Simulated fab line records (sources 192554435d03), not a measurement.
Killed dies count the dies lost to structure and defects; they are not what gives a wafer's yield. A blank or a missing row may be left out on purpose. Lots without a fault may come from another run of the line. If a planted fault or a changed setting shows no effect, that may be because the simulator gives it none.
Chamber matching	flow n5 finfet	N5_BEOL_M6_STRIP_67 on rie diel-01 has 4 sister chambers
The step strips in CF4. 8 wafers are shown with their chamber, then 10 later ones without.

== EACH WAFER AND ITS CHAMBER ==
wafer	chamber	drypump motor current A (A)	throttle valve pct (%)
L075.5	2	5.9	14.09
L080.6	2	5.8	13.55
L082.5	0	5.1	13.52
L085.1	3	5.5	13.69
L085.4	1	5.6	14.03
L085.5	0	5.1	13.53
L090.3	3	5.5	13.70
L090.5	1	5.6	14.07

== WAFERS WHOSE CHAMBER IS MISSING ==
wafer	drypump motor current A (A)	throttle valve pct (%)
L090.6	5.9	13.60
L095.1	5.8	13.62
L095.4	5.5	13.75
L095.5	5.1	13.57
L097.1	5.5	13.75
L097.2	5.1	13.58
L097.6	5.6	13.75
L096.1	5.1	13.57
L096.2	5.5	14.10
L096.3	5.5	13.76

== WHICH CHAMBER EACH ONE RAN IN ==
wafer	from the rows above	in truth
L090.6	2	2
L095.1	2	2
L095.4	3	3
L095.5	0	0
L097.1	3	3
L097.2	0	0
L097.6	can't be placed: 1 or 3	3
L096.1	0	0
L096.2	can't be placed: 3 or 1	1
L096.3	3	3
Placed correctly: 8 of 10. Not placeable from these rows: 2 (in 2, the candidates include the true chamber). Placed wrongly: 0.
How it was worked out, from the rows above alone: a wafer's distance from a chamber is the root of the sum, over the readings, of the square of ((its reading less the chamber's mean) divided by the reading's scatter). The wafer belongs to the nearest chamber; if the next one is less than 2 further off, it can't be placed. A chamber's mean is the mean of its shown wafers. How the scatter is found: for the shown wafers, subtract from each reading the mean of its chamber, square and add these, divide the total by (wafers less chambers), then take the root.
